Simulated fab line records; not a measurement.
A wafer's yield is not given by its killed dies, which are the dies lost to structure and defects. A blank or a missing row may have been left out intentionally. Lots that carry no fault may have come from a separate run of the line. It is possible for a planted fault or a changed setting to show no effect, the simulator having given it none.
fab line records + flow n5Finfet
[record]
- lots = 6
- wafers = 17
- lastDay = 17
route steps=1938 shown BEOL_M8@1350
lots untouched by any fault: they come from a run of this same line in which no faults occurred
startH: the number of hours between the record's first day and the start of the first shown wafer of the lot + waitH: how many hours have passed since the lot's step before this one + " same as the row above + L1.1+2: one row covering several wafers at once + - either no value or no given start + * or withheld: withheld + < > ~ a bound
route shown NAME@n: names a module that has steps shown in the file, with the first one's number in the route + usual: mean and standard deviation over wafers with no fault + same: alike in all rows + chamber/n: place in a boat + sites: readings site by site + _std_site: how widely they spread, as a standard deviation + _edge_site: inner sites' mean taken away from outer sites' mean + radiusMm: for every site, how far away it sits from the centre of the wafer + mask NAME#n: copy n + behind: tool/chamber where the wafer was last shaped + hold: reason for holding the lot/hours on hold/outcome of the hold + device: transistor that didn't switch, given as n, p or np + end of line: the same wafers' tests at the end of the route + for a step that has no rows: nothing shown but its recipe + killed: dies lost to structure and defects at the first sort, not the wafer's yield + map: a wafer's dies, x killed, . not, _ none there
set.NAME: the setting that was run; set.NAME@STEP: the one run at that earlier step + model.NAME: the simulator's own value behind a step, which no gauge read
a table for each step, a row for each wafer; lots at some steps of the route
services: from which hour (startH, from the record's first day; less than 0 if before it) a tool's chamber was out of use, for how many hours, and why
[[steps]]
[step N5_BEOL_M8_ETCH_62]
[recipe]
- chemistry = N2/H2
- target = SOC
- targetDepthA = 1100
- overetchA = 220
- maskMaterial = SiARC
- tempC = 40
- timeS = 165
- ionEnergyEv = 200
- pressureMtorr = 30
- sourceW = 840
- biasW = 150
- n2FlowSccm = 200
- h2FlowSccm = 200
[usual]
- drypumpMotorCurrentA = 5.7/0.42
- n2FlowSccm = 200.1/0.59
- oesProductAu = 0.70/0.046
- rfVppV = 525.0/2.4
- showerheadPlenumPTorr = 2.58/0.086
- throttleValvePct = 17.75/0.29
| lot.wafer | tool       | chamber | startH | waitH | drypumpMotorCurrentA | n2FlowSccm | oesProductAu | rfHoursCounterH | rfVppV | showerheadPlenumPTorr | throttleValvePct |
|-----------|------------|---------|--------|-------|----------------------|------------|--------------|-----------------|--------|-----------------------|------------------|
| L807.3    | rieDiel-02 | 2       | 209.48 | 0.0   | 5.6                  | 200.4      | 0.57         | 256             | 523.0  | 2.49                  | 17.98            |
| L807.4    | "          | 2       | "      | "     | 5.6                  | 199.8      | 0.57         | -               | 524.0  | 2.49                  | 17.99            |
| L807.6    | "          | 3       | "      | "     | 4.9                  | 200.6      | 0.68         | -               | 524.8  | 2.57                  | 17.54            |
| L809.2    | rieDiel-02 | 3       | 209.74 | 0.0   | 4.9                  | 200.8      | 0.69         | 98              | 525.1  | 2.57                  | 17.52            |
| L809.5    | "          | 3       | "      | "     | 4.9                  | 200.5      | 0.68         | -               | 523.6  | 2.57                  | 17.53            |
| L821.2    | rieDiel-02 | 2       | 276.95 | 0.0   | 5.6                  | 200.4      | 0.79         | 12              | 522.7  | 2.48                  | 17.52            |
| L821.3    | "          | 3       | "      | "     | 4.9                  | 199.5      | 0.66         | 126             | 523.2  | 2.56                  | 17.60            |
| L821.4    | "          | 1       | "      | "     | 5.7                  | 199.9      | 0.76         | 21              | 525.8  | 2.59                  | 17.43            |
| L823.1    | rieDiel-02 | 3       | 309.88 | 0.0   | 4.9                  | 199.7      | 0.65         | 136             | 523.7  | 2.56                  | 17.59            |
| L823.3    | "          | 2       | "      | "     | 5.6                  | 198.6      | 0.76         | 23              | 520.8  | 2.47                  | 17.56            |
| L823.4    | "          | 1       | "      | "     | 5.7                  | 200.2      | 0.75         | 32              | 525.6  | 2.58                  | 17.45            |
| L827.1    | rieDiel-06 | 3       | 332.61 | 0.0   | 5.8                  | 198.8      | 0.66         | 126             | 527.5  | 2.66                  | 17.65            |
| L827.4    | "          | 2       | "      | "     | 5.1                  | 200.2      | 0.68         | 82              | 525.4  | 2.58                  | 17.58            |
| L827.6    | "          | 0       | "      | "     | 6.2                  | 199.9      | 0.66         | -               | 527.0  | 2.68                  | 17.56            |
| L830.2    | rieDiel-06 | 0       | 341.65 | 0.0   | 6.2                  | 199.4      | 0.67         | 113             | 526.4  | 2.68                  | 17.57            |
| L830.5    | "          | 2       | "      | "     | 5.1                  | 199.4      | 0.67         | -               | 525.1  | 2.57                  | 17.57            |
| L830.6    | "          | 1       | "      | "     | 6.1                  | 200.2      | 0.63         | -               | 520.6  | 2.42                  | 17.74            |
[step N5_BEOL_M8_STRIP_68]
[recipe]
- chemistry = N2/H2
- tempC = 40
- n2FlowSccm = 200
- h2FlowSccm = 200
- rfFrequencyHz = 6e+07
[step N5_BEOL_M8_STRIP_67]
[recipe]
- chemistry = CF4
- resist = SiARC
- powerW = 300
- biasPowerW = 75
- pressureMtorr = 50
- cf4FlowSccm = 150
- rfFrequencyHz = 6e+07
[usual]
- drypumpMotorCurrentA = 5.7/0.41
- oesProductAu = 0.82/0.054
- rfVppV = 271.8/1.6
- showerheadPlenumPTorr = 1.82/0.055
- throttleValvePct = 13.45/0.25
| lot.wafer | tool       | chamber | startH | waitH | drypumpMotorCurrentA | oesProductAu | rfHoursCounterH | rfVppV | showerheadPlenumPTorr | throttleValvePct |
|-----------|------------|---------|--------|-------|----------------------|--------------|-----------------|--------|-----------------------|------------------|
| L807.3    | rieDiel-02 | 2       | 209.63 | 0.0   | 5.6                  | 0.67         | 256             | 270.7  | 1.75                  | 13.71            |
| L807.4    | "          | 2       | "      | "     | 5.6                  | 0.67         | -               | 271.8  | 1.75                  | 13.74            |
| L807.6    | "          | 3       | "      | "     | 4.9                  | 0.81         | -               | 271.6  | 1.81                  | 13.25            |
| L809.2    | rieDiel-02 | 3       | 209.88 | 0.0   | 4.9                  | 0.80         | 98              | 269.2  | 1.81                  | 13.26            |
| L809.5    | "          | 3       | "      | "     | 4.9                  | 0.80         | -               | 272.0  | 1.81                  | 13.26            |
| L821.2    | rieDiel-02 | 2       | 277.10 | 0.0   | 5.6                  | 0.93         | 12              | 269.9  | 1.74                  | 13.16            |
| L821.3    | "          | 3       | "      | "     | 4.9                  | 0.78         | 126             | 271.6  | 1.80                  | 13.32            |
| L821.4    | "          | 1       | "      | "     | 5.7                  | 0.90         | 21              | 270.5  | 1.83                  | 13.16            |
| L823.1    | rieDiel-02 | 3       | 310.03 | 0.0   | 4.9                  | 0.77         | 136             | 271.3  | 1.80                  | 13.35            |
| L823.3    | "          | 2       | "      | "     | 5.6                  | 0.91         | 23              | 270.1  | 1.74                  | 13.18            |
| L823.4    | "          | 1       | "      | "     | 5.7                  | 0.88         | 32              | 272.9  | 1.82                  | 13.19            |
| L827.1    | rieDiel-06 | 3       | 332.76 | 0.0   | 5.8                  | 0.77         | 126             | 274.4  | 1.87                  | 13.46            |
| L827.4    | "          | 2       | "      | "     | 5.1                  | 0.80         | 82              | 272.3  | 1.79                  | 13.17            |
| L827.6    | "          | 0       | "      | "     | 6.2                  | 0.78         | -               | 273.8  | 1.86                  | 13.16            |
| L830.2    | rieDiel-06 | 0       | 341.79 | 0.0   | 6.2                  | 0.78         | 113             | 271.6  | 1.86                  | 13.19            |
| L830.5    | "          | 2       | "      | "     | 5.1                  | 0.79         | -               | 272.2  | 1.79                  | 13.18            |
| L830.6    | "          | 1       | "      | "     | 6.1                  | 0.74         | -               | 269.8  | 1.72                  | 13.68            |
[step N5_BEOL_M8_HM_OPEN_17]
[recipe]
- chemistry = Cl2/BCl3
- targetDepthA = 200
- overetchA = 60
- target = TiN
- maskMaterial = SOC
- ionEnergyEv = 150
- pressureMtorr = 10
- icpW = 1000
- biasW = 126
- Cl2_flow_sccm = 53.25
- bcl3FlowSccm = 21.75
- Ar_flow_sccm = 25
[usual]
- drypumpMotorCurrentA = 5.64/0.22
- oesProductAu = 0.64/0.076
- throttleValvePct = 22.16/0.11
| lot.wafer | tool        | chamber | startH | waitH | drypumpMotorCurrentA | oesProductAu | rfHoursCounterH | throttleValvePct |
|-----------|-------------|---------|--------|-------|----------------------|--------------|-----------------|------------------|
| L807.3    | rieMetal-02 | 0       | 209.70 | 0.1   | 5.58                 | 0.67         | -               | 22.17            |
| L807.4    | "           | 1       | "      | "     | 5.54                 | 0.54         | -               | 22.02            |
| L807.6    | "           | 0       | "      | "     | 5.58                 | 0.68         | -               | 22.17            |
| L809.2    | rieMetal-02 | 0       | 209.92 | 0.0   | 5.58                 | 0.67         | 37              | 22.18            |
| L809.5    | "           | 1       | "      | "     | 5.53                 | 0.54         | -               | 22.03            |
| L821.2    | rieMetal-02 | 0       | 277.14 | 0.0   | 5.57                 | 0.66         | 44              | 22.18            |
| L821.3    | "           | 1       | "      | "     | 5.56                 | 0.52         | -               | 22.04            |
| L821.4    | "           | 0       | "      | "     | 5.56                 | 0.65         | -               | 22.19            |
| L823.1    | rieMetal-02 | 0       | 310.07 | 0.0   | 5.58                 | 0.65         | 48              | 22.16            |
| L823.3    | "           | 0       | "      | "     | 5.58                 | 0.65         | -               | 22.19            |
| L823.4    | "           | 0       | "      | "     | 5.59                 | 0.65         | -               | 22.19            |
| L827.1    | rieMetal-01 | 0       | 332.80 | 0.0   | 6.00                 | 0.58         | 84              | 22.22            |
| L827.4    | "           | 1       | "      | "     | 5.66                 | 0.77         | -               | 22.28            |
| L827.6    | "           | 1       | "      | "     | 5.65                 | 0.76         | -               | 22.28            |
| L830.2    | rieMetal-02 | 1       | 341.83 | 0.0   | 5.51                 | 0.80         | 2               | 21.76            |
| L830.5    | "           | 0       | "      | "     | 5.58                 | 0.63         | -               | 22.20            |
| L830.6    | "           | 1       | "      | "     | 5.56                 | 0.80         | -               | 21.76            |
[step N5_BEOL_M8_STRIP_19]
[recipe]
- chemistry = O2
- powerW = 400
- tempC = 40
- pressureMtorr = 30
- rfFrequencyHz = 6e+07
- biasPowerW = 0
- overashFraction = 0.2
- o2FlowSccm = 225
[usual]
- drypumpMotorCurrentA = 5.7/0.42
- oesProductAu = 0.83/0.055
- rfVppV = 3.6/0.59
- showerheadPlenumPTorr = 2.14/0.071
- throttleValvePct = 16.61/0.22
| lot.wafer | tool       | chamber | startH | waitH | drypumpMotorCurrentA | oesProductAu | rfHoursCounterH | rfVppV | showerheadPlenumPTorr | throttleValvePct |
|-----------|------------|---------|--------|-------|----------------------|--------------|-----------------|--------|-----------------------|------------------|
| L807.3    | rieDiel-06 | 2       | 209.78 | 0.1   | 5.1                  | 0.87         | 44              | 3.9    | 2.13                  | 16.24            |
| L807.4    | "          | 1       | "      | "     | 6.1                  | 0.78         | 115             | 4.2    | 2.04                  | 16.77            |
| L807.6    | "          | 1       | "      | "     | 6.1                  | 0.78         | -               | 4.0    | 2.04                  | 16.75            |
| L809.2    | rieDiel-03 | 3       | 210.04 | 0.1   | 5.6                  | 0.84         | 64              | 3.3    | 2.14                  | 16.50            |
| L809.5    | "          | 2       | "      | "     | 5.5                  | 0.88         | -               | 4.0    | 2.22                  | 16.78            |
| L821.2    | rieDiel-03 | 3       | 277.26 | 0.1   | 5.7                  | 0.80         | 88              | 4.4    | 2.13                  | 16.54            |
| L821.3    | "          | 1       | "      | "     | 5.7                  | 0.86         | 50              | 4.2    | 2.25                  | 16.67            |
| L821.4    | "          | 2       | "      | "     | 5.5                  | 0.84         | 70              | 3.3    | 2.21                  | 16.83            |
| L823.1    | rieDiel-03 | 2       | 310.43 | 0.3   | 5.5                  | 0.84         | 83              | 3.4    | 2.21                  | 16.84            |
| L823.3    | "          | 0       | "      | "     | 6.1                  | 0.79         | 143             | 3.6    | 2.08                  | 16.96            |
| L823.4    | "          | 3       | "      | "     | 5.6                  | 0.79         | 99              | 3.4    | 2.12                  | 16.56            |
| L827.1    | rieDiel-06 | 3       | 333.50 | 0.7   | 5.8                  | 0.78         | 126             | 2.6    | 2.17                  | 16.44            |
| L827.4    | "          | 0       | "      | "     | 6.1                  | 0.78         | 109             | 2.7    | 2.22                  | 16.41            |
| L827.6    | "          | 1       | "      | "     | 6.1                  | 0.72         | -               | 4.9    | 2.03                  | 16.83            |
| L830.2    | rieDiel-03 | 2       | 342.06 | 0.2   | 5.5                  | 0.82         | 95              | 3.5    | 2.20                  | 16.87            |
| L830.5    | "          | 2       | "      | "     | 5.5                  | 0.82         | -               | 4.0    | 2.20                  | 16.85            |
| L830.6    | "          | 3       | "      | "     | 5.6                  | 0.78         | -               | 4.3    | 2.12                  | 16.57            |
[step N5_BEOL_M8_CD_MEAS_18]
[recipe]
- pitchNm = 80
- targetCdNm = 40
[usual]
- cdNm = 40.7/0.7
| lot.wafer | tool     | chamber | startH | waitH | cdNm |
|-----------|----------|---------|--------|-------|------|
| L807.3    | cdSem-03 | -       | 209.85 | 0.1   | 39.1 |
| L807.4    | "        | -       | "      | "     | 40.0 |
| L807.6    | "        | -       | "      | "     | 41.0 |
| L809.2    | cdSem-01 | -       | 210.11 | 0.1   | 41.1 |
| L809.5    | "        | -       | "      | "     | 41.1 |
| L821.2    | cdSem-01 | -       | 277.33 | 0.1   | 40.2 |
| L821.3    | "        | -       | "      | "     | 40.9 |
| L821.4    | "        | -       | "      | "     | 40.4 |
| L823.1    | cdSem-03 | -       | 310.50 | 0.1   | 41.0 |
| L823.3    | "        | -       | "      | "     | 40.6 |
| L823.4    | "        | -       | "      | "     | 41.1 |
| L827.1    | cdSem-02 | -       | 333.57 | 0.0   | 40.9 |
| L827.4    | "        | -       | "      | "     | 40.2 |
| L827.6    | "        | -       | "      | "     | 40.4 |
| L830.2    | cdSem-03 | -       | 342.13 | 0.1   | 40.7 |
| L830.5    | "        | -       | "      | "     | 40.3 |
| L830.6    | "        | -       | "      | "     | 40.0 |
[step N5_BEOL_M8_COAT_63]
[recipe]
- resist = SOC
- tempC = 250
- timeS = 60
- spinRpm = 1500
- resistThkNm = 60
[step N5_BEOL_M8_COAT_64]
[recipe]
- resist = SiARC
- tempC = 220
- timeS = 60
- spinRpm = 1500
- resistThkNm = 12
[step N5_BEOL_M8_COAT_71]
[recipe]
- resist = underlayer
- tempC = 205
- timeS = 60
- spinRpm = 1500
- resistThkNm = 5
[step N5_BEOL_M8_COAT_22]
[recipe]
- resist = CAR-EUV
- spinRpm = 1500
- resistThkNm = 30
[step N5_BEOL_M8_EBR_24]
[recipe]
- solvent = PGMEA
- ebrWidthMm = 1.5
[step N5_BEOL_M8_SOFTBAKE_23]
[recipe]
- tempC = 110
- timeS = 60
- resist = CAR-EUV
[step N5_BEOL_M8_EXPOSE_25]
[recipe]
- maskId = V7
- na = 0.33
- sourceShape = annular
- sigmaInner = 0.4
- sigmaOuter = 0.8
- polarization = unpolarized
- targetCdNm = 40
- doseMj = 42.5
[usual]
- focusOffsetNm = 0.0/0.64
[same]
- sigmaOuter = 0.8
| lot.wafer | tool          | chamber | startH | waitH | mask | focusOffsetNm | model.BEOL_M8.overlayXNm |
|-----------|---------------|---------|--------|-------|------|---------------|--------------------------|
| L807.3    | euvScanner-02 | 0       | 212.31 | -     | V7#0 | -0.9          | 0.4                      |
| L807.4    | "             | 0       | "      | "     | V7#0 | -0.4          | 0.4                      |
| L807.6    | "             | 0       | "      | "     | V7#0 | -0.4          | 0.4                      |
| L809.2    | euvScanner-01 | 0       | 213.27 | -     | V7#0 | -0.1          | 0.4                      |
| L809.5    | "             | 0       | "      | "     | V7#0 | -0.2          | 0.4                      |
| L821.2    | euvScanner-02 | 0       | 278.91 | -     | V7#0 | -0.5          | 12.4                     |
| L821.3    | "             | 0       | "      | "     | V7#0 | -0.8          | 12.4                     |
| L821.4    | "             | 0       | "      | "     | V7#0 | -1.0          | 12.4                     |
| L823.1    | euvScanner-02 | 0       | 311.71 | -     | V7#0 | 0.9           | 12                       |
| L823.3    | "             | 0       | "      | "     | V7#0 | 0.6           | 12                       |
| L823.4    | "             | 0       | "      | "     | V7#0 | 0.5           | 12                       |
| L827.1    | euvScanner-01 | 0       | 333.76 | -     | V7#0 | -0.3          | 0.4                      |
| L827.4    | "             | 0       | "      | "     | V7#0 | 0.5           | 0.4                      |
| L827.6    | "             | 0       | "      | "     | V7#0 | -1.7          | 0.4                      |
| L830.2    | euvScanner-01 | 0       | 344.38 | -     | V7#0 | 0.6           | -0.4                     |
| L830.5    | "             | 0       | "      | "     | V7#0 | -0.3          | -0.4                     |
| L830.6    | "             | 0       | "      | "     | V7#0 | 0.1           | -0.4                     |
[step N5_BEOL_M8_PEB_26]
[recipe]
- pebTempC = 100
- pebTimeS = 60
- resist = CAR-EUV
[step N5_BEOL_M8_DEVELOP_27]
[recipe]
- developTimeS = 30
- developer = TMAH
- resist = CAR-EUV
- rinseLiquid = surfactantRinse
- dry = airSpin
- devTempC = 23
[step N5_BEOL_M8_CD_MEAS_28]
[recipe]
- targetCdNm = 40
- landingEnergyEv = 500
- detector = seInlens
[usual]
- cdNm = 39.91/0.22
| lot.wafer | tool     | chamber | startH | waitH | cdNm  |
|-----------|----------|---------|--------|-------|-------|
| L807.3    | cdSem-01 | 0       | 212.43 | -     | 39.64 |
| L807.4    | "        | 0       | "      | "     | 40.27 |
| L807.6    | "        | 0       | "      | "     | 39.98 |
| L809.2    | cdSem-03 | 0       | 213.39 | -     | 40.16 |
| L809.5    | "        | 0       | "      | "     | 39.98 |
| L821.2    | cdSem-03 | 0       | 279.04 | -     | 40.05 |
| L821.3    | "        | 0       | "      | "     | 40.03 |
| L821.4    | "        | 0       | "      | "     | 40.01 |
| L823.1    | cdSem-01 | 0       | 311.84 | -     | 39.81 |
| L823.3    | "        | 0       | "      | "     | 39.73 |
| L823.4    | "        | 0       | "      | "     | 39.66 |
| L827.1    | cdSem-02 | 0       | 333.89 | -     | 40.12 |
| L827.4    | "        | 0       | "      | "     | 39.88 |
| L827.6    | "        | 0       | "      | "     | 40.07 |
| L830.2    | cdSem-02 | 0       | 344.51 | -     | 39.93 |
| L830.5    | "        | 0       | "      | "     | 39.93 |
| L830.6    | "        | 0       | "      | "     | 39.92 |
[step N5_BEOL_M8_OVL_MEAS_29]
[recipe]
- pointsPerWafer = 522
[usual]
- V7_OVL = -0.1/0.63
| lot.wafer | tool       | chamber | startH | waitH | V7_OVL[nm] |
|-----------|------------|---------|--------|-------|------------|
| L807.3    | overlay-01 | 0       | 212.47 | 0.0   | 1.4        |
| L807.4    | "          | 0       | "      | "     | 0.4        |
| L807.6    | "          | 0       | "      | "     | 0.6        |
| L809.2    | overlay-01 | 0       | 213.43 | 0.0   | 1.0        |
| L809.5    | "          | 0       | "      | "     | 0.5        |
| L821.2    | overlay-01 | 0       | 279.07 | 0.0   | 12.0       |
| L821.3    | "          | 0       | "      | "     | 12.2       |
| L821.4    | "          | 0       | "      | "     | 12.0       |
| L823.1    | overlay-02 | 0       | 311.87 | 0.0   | 12.5       |
| L823.3    | "          | 0       | "      | "     | 11.9       |
| L823.4    | "          | 0       | "      | "     | 12.3       |
| L827.1    | overlay-02 | 0       | 333.92 | 0.0   | 0.4        |
| L827.4    | "          | 0       | "      | "     | 0.1        |
| L827.6    | "          | 0       | "      | "     | -0.2       |
| L830.2    | overlay-01 | 0       | 344.54 | 0.0   | -0.9       |
| L830.5    | "          | 0       | "      | "     | -0.2       |
| L830.6    | "          | 0       | "      | "     | -0.5       |
[step N5_BEOL_M8_INSPECT_30]
[recipe]
- mode = adi
- inspectInstrument = brightfield
[usual]
- rawDefectCount = 403/110
| lot.wafer | tool             | chamber | startH | waitH | rawDefectCount |
|-----------|------------------|---------|--------|-------|----------------|
| L807.3    | defectInspect-02 | -       | 212.52 | 0.0   | 395            |
| L807.4    | "                | -       | "      | "     | 430            |
| L807.6    | "                | -       | "      | "     | 399            |
| L809.2    | defectInspect-02 | -       | 213.48 | 0.0   | 328            |
| L809.5    | "                | -       | "      | "     | 344            |
| L821.2    | defectInspect-01 | -       | 279.13 | 0.0   | 363            |
| L821.3    | "                | -       | "      | "     | 285            |
| L821.4    | "                | -       | "      | "     | 284            |
| L823.1    | defectInspect-02 | -       | 311.93 | 0.1   | 466            |
| L823.3    | "                | -       | "      | "     | 486            |
| L823.4    | "                | -       | "      | "     | 508            |
| L827.1    | defectInspect-01 | -       | 333.98 | 0.1   | 419            |
| L827.4    | "                | -       | "      | "     | 368            |
| L827.6    | "                | -       | "      | "     | 356            |
| L830.2    | defectInspect-02 | -       | 344.59 | 0.0   | 353            |
| L830.5    | "                | -       | "      | "     | 374            |
| L830.6    | "                | -       | "      | "     | 402            |
[[services]]
| tool          | chamber | startH | hours | kind   |
|---------------|---------|--------|-------|--------|
| rieMetal-01   | 1       | 186.18 | 2.5   | repair |
| rieDiel-03    | 1       | 186.86 | 6.5   | repair |
| rieDiel-02    | 1       | 193.11 | -     | clean  |
| euvScanner-01 | -       | 196.86 | 1.0   | pm     |
| rieDiel-03    | 1       | 202.38 | 5.7   | repair |
| rieDiel-03    | -       | 207.12 | 0.4   | repair |
| euvScanner-01 | -       | 207.38 | 1.3   | repair |
| rieDiel-02    | 2       | 220.79 | 6.6   | repair |
| rieDiel-02    | 3       | 222.10 | 1.4   | repair |
| euvScanner-01 | -       | 231.55 | 18.0  | repair |
| euvScanner-02 | -       | 239.55 | 0.3   | repair |
| rieDiel-03    | 2       | 246.73 | 2.6   | repair |
| euvScanner-02 | -       | 249.51 | 1.0   | pm     |
| euvScanner-01 | -       | 253.01 | 1.0   | pm     |
| euvScanner-01 | -       | 254.02 | 4.6   | pm     |
| rieMetal-01   | -       | 255.61 | 1.0   | repair |
| euvScanner-02 | -       | 259.53 | 1.8   | repair |
| euvScanner-01 | -       | 290.26 | 5.8   | pm     |
| euvScanner-02 | -       | 296.07 | 1.0   | pm     |
| rieDiel-06    | -       | 307.32 | 2.8   | pm     |
| euvScanner-01 | -       | 309.16 | 1.0   | pm     |
| euvScanner-02 | -       | 324.62 | 0.3   | repair |
| rieDiel-02    | -       | 329.88 | 24.2  | repair |
| euvScanner-02 | -       | 331.70 | 4.6   | pm     |
[[key]]
[firstSign]
- step = N5_BEOL_M8_OVL_MEAS_29
- reading = V7_OVL
- direction = up
- sigmas = 19
- usual = -0.1
- struck = 12.1
effect none on later readings
[modelEffect]
- step = N5_BEOL_M8_EXPOSE_25
- value = BEOL_M8.overlayXNm
- without = 0.1
- struck = 12.2
metAt N5_BEOL_M8_EXPOSE_25
struckWafers L821.2,L821.3,L821.4,L823.1,L823.3,L823.4
onsetBetween 212.31 278.91
alsoFits N5_BEOL_M8_ETCH_62:rieDiel-02,N5_BEOL_M8_STRIP_67:rieDiel-02
[fault]
- kind = scannerMatchingOverlay
- tool = euvScanner-02
- chamber = -
- onsetH = 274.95
- steps = N5_BEOL_M8_EXPOSE_25
- offset = 12.103
